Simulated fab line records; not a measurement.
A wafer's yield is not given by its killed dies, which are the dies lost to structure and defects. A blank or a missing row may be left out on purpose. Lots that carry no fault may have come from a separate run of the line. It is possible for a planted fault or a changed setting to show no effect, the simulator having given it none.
Lot-split experiment || flow n5-finfet || 7 lots, 21 wafers read, on a route of 1938 steps

## THE SPLIT ITSELF
At N5_BEOL_M11_DESCUM_16 (chemistry O2, time 7.9 s), the setting time-s was moved away from the recipe's 7.9 s on 6 of the 21 wafers read, by -7.8% to +19.3%. The other wafers ran this setting at the recipe's value.

No step appears in the file between the split and the reading.

## THE READING
CAR-ArF_of_BEOL_M11_COAT_05.thk-nm (the simulator's own value, which no gauge read), in nm, at N5_BEOL_M11_ETCH_61 (etches SiARC in CF4, target depth 39 nm, time 65 s). The file gives no usual value for it. Here, 15 wafers ran the recipe; their average is 55.6 nm with a standard deviation of 0.29 nm.

{"wafer": "L075.2", "tool, chamber at the split": "rie-diel-06, 0,2", "time-s as run, s": 7.9, "against the recipe": "recipe", "CAR-ArF_of_BEOL_M11_COAT_05.thk-nm, nm": 55.8, "against lot-mates on the recipe": "-"}
{"wafer": "L075.4", "tool, chamber at the split": "rie-diel-06, 0,2", "time-s as run, s": 7.9, "against the recipe": "recipe", "CAR-ArF_of_BEOL_M11_COAT_05.thk-nm, nm": 55.8, "against lot-mates on the recipe": "-"}
{"wafer": "L075.3", "tool, chamber at the split": "rie-diel-06, 1", "time-s as run, s": 9.427, "against the recipe": "+19.3%", "CAR-ArF_of_BEOL_M11_COAT_05.thk-nm, nm": 54.8, "against lot-mates on the recipe": -1.0}
{"wafer": "L077.3", "tool, chamber at the split": "rie-diel-02, 0,1", "time-s as run, s": 7.9, "against the recipe": "recipe", "CAR-ArF_of_BEOL_M11_COAT_05.thk-nm, nm": 55, "against lot-mates on the recipe": "-"}
{"wafer": "L077.4", "tool, chamber at the split": "rie-diel-02, 0,1", "time-s as run, s": 7.9, "against the recipe": "recipe", "CAR-ArF_of_BEOL_M11_COAT_05.thk-nm, nm": 55.2, "against lot-mates on the recipe": "-"}
{"wafer": "L077.6", "tool, chamber at the split": "rie-diel-02, 0", "time-s as run, s": 8.795, "against the recipe": "+11.3%", "CAR-ArF_of_BEOL_M11_COAT_05.thk-nm, nm": 54.4, "against lot-mates on the recipe": -0.7}
{"wafer": "L080.3", "tool, chamber at the split": "rie-diel-06, 0", "time-s as run, s": 7.285, "against the recipe": "-7.8%", "CAR-ArF_of_BEOL_M11_COAT_05.thk-nm, nm": 55.6, "against lot-mates on the recipe": "+0.4"}
{"wafer": "L080.4", "tool, chamber at the split": "rie-diel-06, 3", "time-s as run, s": 7.285, "against the recipe": "-7.8%", "CAR-ArF_of_BEOL_M11_COAT_05.thk-nm, nm": 55.8, "against lot-mates on the recipe": "+0.6"}
{"wafer": "L080.6", "tool, chamber at the split": "rie-diel-06, 2", "time-s as run, s": 7.9, "against the recipe": "recipe", "CAR-ArF_of_BEOL_M11_COAT_05.thk-nm, nm": 55.2, "against lot-mates on the recipe": "-"}
{"wafer": "L084.1", "tool, chamber at the split": "rie-diel-05, 1", "time-s as run, s": 7.9, "against the recipe": "recipe", "CAR-ArF_of_BEOL_M11_COAT_05.thk-nm, nm": 55.6, "against lot-mates on the recipe": "-"}
{"wafer": "L084.3", "tool, chamber at the split": "rie-diel-05, 0", "time-s as run, s": 7.9, "against the recipe": "recipe", "CAR-ArF_of_BEOL_M11_COAT_05.thk-nm, nm": 55.6, "against lot-mates on the recipe": "-"}
{"wafer": "L084.5", "tool, chamber at the split": "rie-diel-05, 0", "time-s as run, s": 7.9, "against the recipe": "recipe", "CAR-ArF_of_BEOL_M11_COAT_05.thk-nm, nm": 55.8, "against lot-mates on the recipe": "-"}
{"wafer": "L092.1", "tool, chamber at the split": "rie-diel-06, 3,1", "time-s as run, s": 7.9, "against the recipe": "recipe", "CAR-ArF_of_BEOL_M11_COAT_05.thk-nm, nm": 55.6, "against lot-mates on the recipe": "-"}
{"wafer": "L092.3", "tool, chamber at the split": "rie-diel-06, 3,1", "time-s as run, s": 7.9, "against the recipe": "recipe", "CAR-ArF_of_BEOL_M11_COAT_05.thk-nm, nm": 55.4, "against lot-mates on the recipe": "-"}
{"wafer": "L092.6", "tool, chamber at the split": "rie-diel-06, 2", "time-s as run, s": 8.877, "against the recipe": "+12.4%", "CAR-ArF_of_BEOL_M11_COAT_05.thk-nm, nm": 55, "against lot-mates on the recipe": -0.5}
{"wafer": "L096.2", "tool, chamber at the split": "rie-diel-05, 0", "time-s as run, s": 7.9, "against the recipe": "recipe", "CAR-ArF_of_BEOL_M11_COAT_05.thk-nm, nm": 55.4, "against lot-mates on the recipe": "-"}
{"wafer": "L096.3", "tool, chamber at the split": "rie-diel-05, 3", "time-s as run, s": 7.9, "against the recipe": "recipe", "CAR-ArF_of_BEOL_M11_COAT_05.thk-nm, nm": 56.2, "against lot-mates on the recipe": "-"}
{"wafer": "L096.4", "tool, chamber at the split": "rie-diel-05, 0", "time-s as run, s": 8.98, "against the recipe": "+13.7%", "CAR-ArF_of_BEOL_M11_COAT_05.thk-nm, nm": 55, "against lot-mates on the recipe": -0.8}
{"wafer": "L095.1", "tool, chamber at the split": "rie-diel-06, 0", "time-s as run, s": 7.9, "against the recipe": "recipe", "CAR-ArF_of_BEOL_M11_COAT_05.thk-nm, nm": 55.6, "against lot-mates on the recipe": "-"}
{"wafer": "L095.3", "tool, chamber at the split": "rie-diel-06, 3", "time-s as run, s": 7.9, "against the recipe": "recipe", "CAR-ArF_of_BEOL_M11_COAT_05.thk-nm, nm": 55.6, "against lot-mates on the recipe": "-"}
{"wafer": "L095.6", "tool, chamber at the split": "rie-diel-06, 3", "time-s as run, s": 7.9, "against the recipe": "recipe", "CAR-ArF_of_BEOL_M11_COAT_05.thk-nm, nm": 55.8, "against lot-mates on the recipe": "-"}
Rows listing several chambers each stand for several wafers; the file does not say which wafer went through which chamber.

THE FIT
A straight line over all 21 wafers: CAR-ArF_of_BEOL_M11_COAT_05.thk-nm changes by -0.0449 nm for each +1% of time-s; r = -0.71; the points scatter about the line by 0.31 nm.
The same after taking each lot's own level away (the mean of its wafers on the recipe; 21 wafers): -0.0547 nm for each +1%; r = -0.92; scatter 0.16 nm.
Per that fit: largest time-s move, reading shift of 1.1 nm.
From 55.10 to 55.80 nm: that is the span of the lots' own levels, equal to 2.4 times the standard deviation above.
So the lot-to-lot level blurs the effect unless lot-mates are compared.
Check: for one of the wafers moved furthest among these (+19.3%), held out of the fit, the line's prediction against its lot-mates is -1.07 nm. It came out at -1 nm against them.

## THE OTHER SPLITS THESE WAFERS WENT THROUGH
Before the reading, these wafers also passed through other splits. Each is held against what the fit with the lots' levels taken away leaves over:
{"other split on the same wafers": "N5_BEOL_M10_HM_DEP_02 target-thk-a", "wafers away from the commonest value": 4, "r with CAR-ArF_of_BEOL_M11_COAT_05.thk-nm (lot level and that fit taken away)": -0.32}
{"other split on the same wafers": "N5_BEOL_M10_DEP_56 time-s", "wafers away from the commonest value": 7, "r with CAR-ArF_of_BEOL_M11_COAT_05.thk-nm (lot level and that fit taken away)": "+0.56"}

## THE WHOLE CHAIN: every reading that the file lists as answering this split, in the file's order
{"step": "N5_BEOL_M11_DESCUM_16", "what it does": "chemistry O2, time 7.9 s", "reading": "CAR-ArF_of_BEOL_M11_COAT_05.thk-nm (the simulator's own value, which no gauge read)", "change (the file's fit)": "-0.0494 nm for each +1% of the setting", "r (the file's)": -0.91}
{"step": "N5_BEOL_M11_ETCH_61", "what it does": "etches SiARC in CF4, target depth 39 nm, time 65 s", "reading": "CAR-ArF_of_BEOL_M11_COAT_05.thk-nm (the simulator's own value, which no gauge read)", "change (the file's fit)": "-0.0535 nm for each +1% of the setting", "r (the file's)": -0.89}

## FILE'S OWN FIT
CAR-ArF_of_BEOL_M11_COAT_05.thk-nm changes by -0.0535 nm for each +1% of time-s, r = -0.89.
